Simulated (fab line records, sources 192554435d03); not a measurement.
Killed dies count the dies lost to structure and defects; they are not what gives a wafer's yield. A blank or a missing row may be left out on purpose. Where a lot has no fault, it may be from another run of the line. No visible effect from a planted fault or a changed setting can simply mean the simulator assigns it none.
Which of the tools did it? -- flow n5Finfet -- 10 lots, 30 wafers sampled, at 5 steps of a route of 1938

WHAT THE GAUGES SHOWED, per wafer
N5_BEOL_M4_RC_MEAS_101. Usual: DIBL_N 36.3 mV/V, standard deviation 1.4; DIBL_P 36.2 mV/V, standard deviation 1.5; IOFF_N 0.160 nA/um, standard deviation 0.021; IOFF_P 0.211 nA/um, standard deviation 0.027; ION_N 676 uA/um, standard deviation 7.7; ION_P 463 uA/um, standard deviation 5.5; SS_N 71.4 mV/dec, standard deviation 0.57; SS_P 73.3 mV/dec, standard deviation 0.58; VT_N 249.3 mV, standard deviation 2.5; VT_P -250.1 mV, standard deviation 2.6.
lot,measured,on,DIBL_N (mV/V),DIBL_P (mV/V),IOFF_N (nA/um),IOFF_P (nA/um),ION_N (uA/um),ION_P (uA/um),SS_N (mV/dec),SS_P (mV/dec),VT_N (mV),VT_P (mV),flag
L409,day 8 18:29,prober-01,34.7 35.4 35.9,35.4 35.5 36.0,0.147 0.154 0.162,0.193 0.193 0.212,674 673 676,461 457 463,70.8 71.6 71.6,72.1 73.2 72.9,249.7 250.8 249.0,-250.8 -250.3 -249.7,
L415,day 10 01:46,prober-01,35.9 35.3 35.4,37.6 36.3 35.6,0.178 0.157 0.154,0.229 0.213 0.201,687 672 679,463 461 461,71.1 70.7 70.4,73.7 73.3 73.0,248.4 251.2 248.0,-251.9 -250.3 -248.6,
L416,day 10 06:29,prober-02,34.5 34.5 34.8,35.8 35.7 36.1,0.155 0.148 0.159,0.194 0.189 0.199,687 685 690,471 462 467,71.6 71.3 71.2,72.5 72.8 73.2,249.1 249.6 249.1,-251.3 -249.6 -253.2,
L417,day 11 04:47,prober-01,34.8 37.6 35.2,33.4 37.7 33.9,0.129 0.172 0.131,0.172 0.227 0.173,665 680 677,459 464 459,71.0 71.2 71.1,72.6 73.9 72.5,253.6 246.5 250.5,-249.8 -248.4 -249.7,
L421,day 11 09:58,prober-01,36.1 36.5 36.4,35.9 35.2 35.9,0.178 0.171 0.180,0.230 0.226 0.238,679 679 681,475 467 464,72.0 71.3 71.5,74.0 73.6 73.9,245.3 245.6 246.9,-247.7 -244.8 -247.4,
L422,day 11 20:47,prober-02,35.1 38.3 39.6,33.8 38.1 38.9,0.132 0.192 0.220,0.212 0.283 0.301,677 686 697,465 475 480,70.5 72.5 72.0,72.9 73.9 74.3,249.9 246.7 242.6,-245.2 -245.0 -244.7,
L426,day 12 12:07,prober-02,35.1 35.0 34.2,33.6 34.5 33.2,0.140 0.153 0.135,0.178 0.185 0.174,667 680 668,459 460 455,70.2 71.4 70.4,72.8 73.0 72.7,251.3 246.7 249.4,-250.3 -255.1 -253.7,
L427,day 13 08:55,prober-02,36.2 33.3 35.4,37.0 34.4 36.0,0.155 0.112 0.134,0.210 0.168 0.185,681 667 676,465 460 465,71.0 70.5 71.1,72.6 72.3 72.1,248.7 252.3 250.8,-248.2 -251.6 -252.4,
L428,day 13 12:47,prober-01,36.7 34.1 34.5,38.9 35.2 36.2,0.172 0.128 0.141,0.245 0.191 0.199,678 662 671,468 462 461,71.2 70.9 70.6,73.8 72.5 73.5,248.6 250.9 251.8,-249.6 -248.4 -251.2,
L430,day 14 01:29,prober-01,36.2 35.2 37.5,36.6 34.4 37.0,0.155 0.125 0.157,0.221 0.181 0.228,673 660 673,465 451 460,71.6 70.8 71.8,74.1 73.0 74.3,250.7 253.3 250.6,-249.9 -250.6 -249.8,

WHAT TOOL EACH LOT RAN ON (gives the tool, then ch and the chambers of the sampled wafers, and finally the start)
lot,N5_BEOL_M1_SPUTTER_81,N5_BEOL_M1_ANNEAL_91,N5_BEOL_M1_SPUTTER_92,N5_BEOL_M1_ANNEAL_95
L409,"pvdSputter-03, day 6 20:26","pvdSputter-03, day 6 21:11","pvdSputter-03, day 6 21:19","pvdSputter-03, day 6 21:37"
L415,"pvdSputter-02, day 8 12:26","pvdSputter-02, day 8 13:10","pvdSputter-02, day 8 13:19","pvdSputter-02, day 8 13:37"
L416,"pvdSputter-01, day 8 15:39","pvdSputter-01, day 8 16:23","pvdSputter-01, day 8 16:32","pvdSputter-01, day 8 16:50"
L417,"pvdSputter-03, day 9 03:11","pvdSputter-03, day 9 03:56","pvdSputter-03, day 9 04:04","pvdSputter-03, day 9 04:22"
L421,"pvdSputter-02, day 9 20:16","pvdSputter-02, day 9 21:00","pvdSputter-02, day 9 21:08","pvdSputter-02, day 9 21:26"
L422,"pvdSputter-03, day 10 03:44","pvdSputter-03, day 10 04:28","pvdSputter-03, day 10 04:37","pvdSputter-03, day 10 04:55"
L426,"pvdSputter-01, day 11 00:31","pvdSputter-01, day 11 01:16","pvdSputter-01, day 11 01:24","pvdSputter-01, day 11 01:42"
L427,"pvdSputter-01, day 11 10:37","pvdSputter-01, day 11 11:22","pvdSputter-01, day 11 11:30","pvdSputter-01, day 11 11:48"
L428,"pvdSputter-03, day 11 12:51","pvdSputter-03, day 11 13:35","pvdSputter-03, day 11 13:44","pvdSputter-03, day 11 14:02"
L430,"pvdSputter-03, day 12 02:25","pvdSputter-03, day 12 03:09","pvdSputter-03, day 12 03:17","pvdSputter-03, day 12 03:35"
- N5_BEOL_M1_SPUTTER_81: material Cu, target thk 4.5 nm, time 8.29 s.
- N5_BEOL_M1_ANNEAL_91: time 240 s.
- N5_BEOL_M1_SPUTTER_92: material Cu, target thk 4.5 nm, time 8.29 s.
- N5_BEOL_M1_ANNEAL_95: time 240 s.

WHAT THE TOOLS THEMSELVES READ (means of the sampled wafers that have a number; where no wafer has one, the mark that the record gives instead)
N5_BEOL_M1_SPUTTER_81. Usual: throttleValvePct 30.3 %, standard deviation 1.
lot,tool,throttleValvePct (%),flag
L409,pvdSputter-03,29.7,
L415,pvdSputter-02,30.2,
L416,pvdSputter-01,30.1,
L417,pvdSputter-03,30.0,
L421,pvdSputter-02,30.1,
L422,pvdSputter-03,30.6,
L426,pvdSputter-01,30.5,
L427,pvdSputter-01,30.6,
L428,pvdSputter-03,30.6,
L430,pvdSputter-03,29.9,

N5_BEOL_M1_ANNEAL_91. Usual: heaterPowerW 862 W, standard deviation 84; susceptorTempC 400.00 C, standard deviation 0.23; susceptor_temp_C_max 401.0, standard deviation 0.42.
lot,tool,heaterPowerW (W),susceptorTempC (C),susceptor_temp_C_max,flag
L409,pvdSputter-03,938,400.15,401.1,
L415,pvdSputter-02,-,-,-,OFF
L416,pvdSputter-01,-,-,-,OFF
L417,pvdSputter-03,-,-,-,OFF
L421,pvdSputter-02,782,400.08,400.8,
L422,pvdSputter-03,826,399.96,401.3,
L426,pvdSputter-01,842,399.95,400.9,
L427,pvdSputter-01,870,399.97,400.8,
L428,pvdSputter-03,845,400.24,401.5,
L430,pvdSputter-03,823,399.94,401.1,

N5_BEOL_M1_SPUTTER_92. Usual: throttleValvePct 30.3 %, standard deviation 0.98.
lot,tool,throttleValvePct (%),flag
L409,pvdSputter-03,29.8,
L415,pvdSputter-02,30.1,
L416,pvdSputter-01,30.1,
L417,pvdSputter-03,30.0,
L421,pvdSputter-02,30.1,
L422,pvdSputter-03,30.6,
L426,pvdSputter-01,30.4,
L427,pvdSputter-01,30.7,
L428,pvdSputter-03,30.5,
L430,pvdSputter-03,29.9,

N5_BEOL_M1_ANNEAL_95. Usual: heaterPowerW 864 W, standard deviation 82; susceptorTempC 399.99 C, standard deviation 0.23; susceptor_temp_C_max 401.0, standard deviation 0.42.
lot,tool,heaterPowerW (W),susceptorTempC (C),susceptor_temp_C_max,flag
L409,pvdSputter-03,946,400.03,401.1,
L415,pvdSputter-02,797,399.95,400.9,
L416,pvdSputter-01,881,400.13,401.2,
L417,pvdSputter-03,879,399.98,400.8,
L421,pvdSputter-02,798,399.87,400.6,
L422,pvdSputter-03,858,399.94,401.6,
L426,pvdSputter-01,860,400.03,401.1,
L427,pvdSputter-01,860,400.13,401.0,
L428,pvdSputter-03,856,400.03,401.3,
L430,pvdSputter-03,832,400.06,401.3,

THE ANSWER, worked out from the rows above alone
Rule: take the mean of a lot's wafers that have a number; if it is more than 3 standard deviations from the usual mean, the lot is off. A lot without any number at a reading at which 4 lots or more have one is off too. Any other lot the step has rows for is counted as sound. The gauges are gone through in route order, then the tools' own readings, and for those a lot's mean is taken as printed above. The first step at which some lot is off is used, and at that step the reading that is off furthest; a lot without a number counts as furthest.
Off at N5_BEOL_M1_ANNEAL_91 (heaterPowerW): L415, L416, L417. Without a number there: L415, L416, L417.
If a tool, at that step or one of the process steps before it, ran each lot that is off and ran no sound lot following the first of them, it fits. Of those tried, none fits.

WHAT THE SIMULATOR HAD INSERTED
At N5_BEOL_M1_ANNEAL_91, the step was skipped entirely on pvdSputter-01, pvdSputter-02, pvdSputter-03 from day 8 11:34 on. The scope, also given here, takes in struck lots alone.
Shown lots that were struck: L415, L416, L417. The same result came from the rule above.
